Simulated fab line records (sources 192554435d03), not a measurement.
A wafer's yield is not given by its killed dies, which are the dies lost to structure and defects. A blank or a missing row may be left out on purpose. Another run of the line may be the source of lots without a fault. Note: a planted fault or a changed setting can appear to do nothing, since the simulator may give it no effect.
Matching of chambers || flow n5Finfet || N5_HKMG_FIN_ETCH_54 on rieDiel-04 has 4 sister chambers
The step etches SiARC in CF4, target depth 45.5 nm, time 75.8 s. 4 wafers are shown with their chamber, then 9 later ones without.

WAFERS, EACH WITH ITS CHAMBER
{"wafer": "L082.6", "chamber": 3, "drypumpMotorCurrentA (A)": 5.5}
{"wafer": "L092.1", "chamber": 2, "drypumpMotorCurrentA (A)": 5.2}
{"wafer": "L093.3", "chamber": 1, "drypumpMotorCurrentA (A)": 5.5}
{"wafer": "L093.6", "chamber": 0, "drypumpMotorCurrentA (A)": 6.3}

WAFERS WHOSE CHAMBER IS MISSING
{"wafer": "L094.1", "drypumpMotorCurrentA (A)": 5.5}
{"wafer": "L094.2", "drypumpMotorCurrentA (A)": 6.2}
{"wafer": "L094.6", "drypumpMotorCurrentA (A)": 5.2}
{"wafer": "L095.1", "drypumpMotorCurrentA (A)": 6.2}
{"wafer": "L095.2", "drypumpMotorCurrentA (A)": 5.1}
{"wafer": "L095.4", "drypumpMotorCurrentA (A)": 5.5}
{"wafer": "L096.2", "drypumpMotorCurrentA (A)": 5.5}
{"wafer": "L096.4", "drypumpMotorCurrentA (A)": 6.2}
{"wafer": "L096.5", "drypumpMotorCurrentA (A)": 6.2}

WHICH CHAMBER EACH WENT THROUGH
{"wafer": "L094.1", "from the rows above": "can't be placed: 1 or 3", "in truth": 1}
{"wafer": "L094.2", "from the rows above": 0, "in truth": 0}
{"wafer": "L094.6", "from the rows above": 2, "in truth": 2}
{"wafer": "L095.1", "from the rows above": 0, "in truth": 0}
{"wafer": "L095.2", "from the rows above": 2, "in truth": 2}
{"wafer": "L095.4", "from the rows above": "can't be placed: 1 or 3", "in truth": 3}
{"wafer": "L096.2", "from the rows above": "can't be placed: 1 or 3", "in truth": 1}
{"wafer": "L096.4", "from the rows above": 0, "in truth": 0}
{"wafer": "L096.5", "from the rows above": 0, "in truth": 0}
Correct placement for 6 of the 9. These rows do not allow placing 3 (true chamber among the candidates in 3). Placed wrongly: 0.
How it was worked out, from the rows above alone: a wafer's distance from a chamber is the root of the sum, over the readings, of the square of ((its reading less the chamber's mean) divided by the reading's scatter). The wafer belongs to the nearest chamber; if the next one is less than 2 further off, it can't be placed. Each chamber's mean is taken over the wafers shown for it. The scatter (one wafer shown for each chamber): square how far every hidden wafer sits from the nearest shown wafer, average those squares and take the square root.
